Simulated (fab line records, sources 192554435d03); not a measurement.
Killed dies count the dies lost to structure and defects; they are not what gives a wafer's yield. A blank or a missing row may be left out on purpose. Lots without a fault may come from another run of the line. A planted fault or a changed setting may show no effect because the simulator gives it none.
The tool behind it: which one? || flow n5Finfet || 27 wafers from 9 lots sampled at 3 of the route's 1938 steps

WHAT THE GAUGES SHOWED, per wafer
N5_FIN_SAQP_THK_MEAS_07.
{"lot": "L480", "measured": "day 2 03:20", "on": "filmMetro-01", "thkNm (nm)": "59.2 61.8 59.7"}
{"lot": "L481", "measured": "day 2 09:59", "on": "filmMetro-01", "thkNm (nm)": "59.5 60.9 61.2"}
{"lot": "L482", "measured": "day 2 15:28", "on": "filmMetro-01", "thkNm (nm)": "60.7 59.9 59.4"}
{"lot": "L483", "measured": "day 2 22:05", "on": "filmMetro-02", "thkNm (nm)": "59.5 58.6 59.3"}
{"lot": "L486", "measured": "day 3 15:46", "on": "filmMetro-02", "thkNm (nm)": "60.6 59.2 61.6"}
{"lot": "L493", "measured": "day 5 09:02", "on": "filmMetro-01", "thkNm (nm)": "49.9 50.6 53.2"}
{"lot": "L494", "measured": "day 5 15:36", "on": "filmMetro-02", "thkNm (nm)": "49.9 50.4 51.9"}
{"lot": "L499", "measured": "day 6 21:55", "on": "filmMetro-02", "thkNm (nm)": "61.3 61.3 61.5"}
{"lot": "L502", "measured": "day 7 14:47", "on": "filmMetro-02", "thkNm (nm)": "59.2 59.9 60.8"}

TOOL THAT RAN EACH LOT (tool first, then ch and the chambers of the sampled wafers, then the start)
{"lot": "L480", "N5_FIN_SAQP_PECVD_48": "pecvd-01 ch 0,1, day 2 03:13", "N5_FIN_SAQP_PECVD_06": "pecvd-01 ch 0,1, day 2 03:15"}
{"lot": "L481", "N5_FIN_SAQP_PECVD_48": "pecvd-02 ch 0,1, day 2 09:49", "N5_FIN_SAQP_PECVD_06": "pecvd-02 ch 0,1, day 2 09:52"}
{"lot": "L482", "N5_FIN_SAQP_PECVD_48": "pecvd-03 ch 0,1,2, day 2 15:20", "N5_FIN_SAQP_PECVD_06": "pecvd-03 ch 0,1,2, day 2 15:22"}
{"lot": "L483", "N5_FIN_SAQP_PECVD_48": "pecvd-03 ch 0,1,2, day 2 21:57", "N5_FIN_SAQP_PECVD_06": "pecvd-03 ch 0,1,2, day 2 21:59"}
{"lot": "L486", "N5_FIN_SAQP_PECVD_48": "pecvd-03 ch 0,1, day 3 15:38", "N5_FIN_SAQP_PECVD_06": "pecvd-03 ch 0,1, day 3 15:41"}
{"lot": "L493", "N5_FIN_SAQP_PECVD_48": "pecvd-03 ch 0,2, day 5 08:54", "N5_FIN_SAQP_PECVD_06": "pecvd-03 ch 0,2, day 5 08:56"}
{"lot": "L494", "N5_FIN_SAQP_PECVD_48": "pecvd-03 ch 0,1,2, day 5 15:28", "N5_FIN_SAQP_PECVD_06": "pecvd-03 ch 0,1,2, day 5 15:31"}
{"lot": "L499", "N5_FIN_SAQP_PECVD_48": "pecvd-02 ch 1,2, day 6 21:47", "N5_FIN_SAQP_PECVD_06": "pecvd-02 ch 1,2, day 6 21:50"}
{"lot": "L502", "N5_FIN_SAQP_PECVD_48": "pecvd-02 ch 0,2, day 7 14:40", "N5_FIN_SAQP_PECVD_06": "pecvd-02 ch 0,2, day 7 14:42"}
- N5_FIN_SAQP_PECVD_48: deposits SiNx from SiH4/NH3/N2, target thk 25 nm, time 22.1 s.
- N5_FIN_SAQP_PECVD_06: deposits a-Si from SiH4/He, target thk 60 nm, time 48.1 s.

THE ANSWER, worked out from the rows above alone
Rule: the lots themselves supply what counts as usual. The widest of any qualifying gaps counts: lots, ordered by their means at a reading, are off when they make up no more than a third of the lots, leave a main group of 4 or more, and stand apart from it by 3 or more times the standard deviation of that group's means. If all means in a main group match to the digits the tables above print for the reading, that group is not used. Also off: a lot with no number at a reading for which 4 or more lots have one. Where the step has rows for the other lots, those lots are counted as sound.
Off, at N5_FIN_SAQP_THK_MEAS_07 on thkNm: L493, L494. Main group: mean 60.2 nm, sd 0.63.
A tool fits if, at a process step before that reading, it ran every lot that is off, and no sound lot after the first of them. The gauges at N5_FIN_SAQP_THK_MEAS_07 are tried like those tools. One candidate fits, namely pecvd-03 at N5_FIN_SAQP_PECVD_48 and N5_FIN_SAQP_PECVD_06. At N5_FIN_SAQP_PECVD_48 its last sound lot is L486 (day 3 15:38), its first lot that is off L493 (day 5 08:54): a fault that began between those two fits.

WHAT HAD BEEN PUT IN BY THE SIMULATOR
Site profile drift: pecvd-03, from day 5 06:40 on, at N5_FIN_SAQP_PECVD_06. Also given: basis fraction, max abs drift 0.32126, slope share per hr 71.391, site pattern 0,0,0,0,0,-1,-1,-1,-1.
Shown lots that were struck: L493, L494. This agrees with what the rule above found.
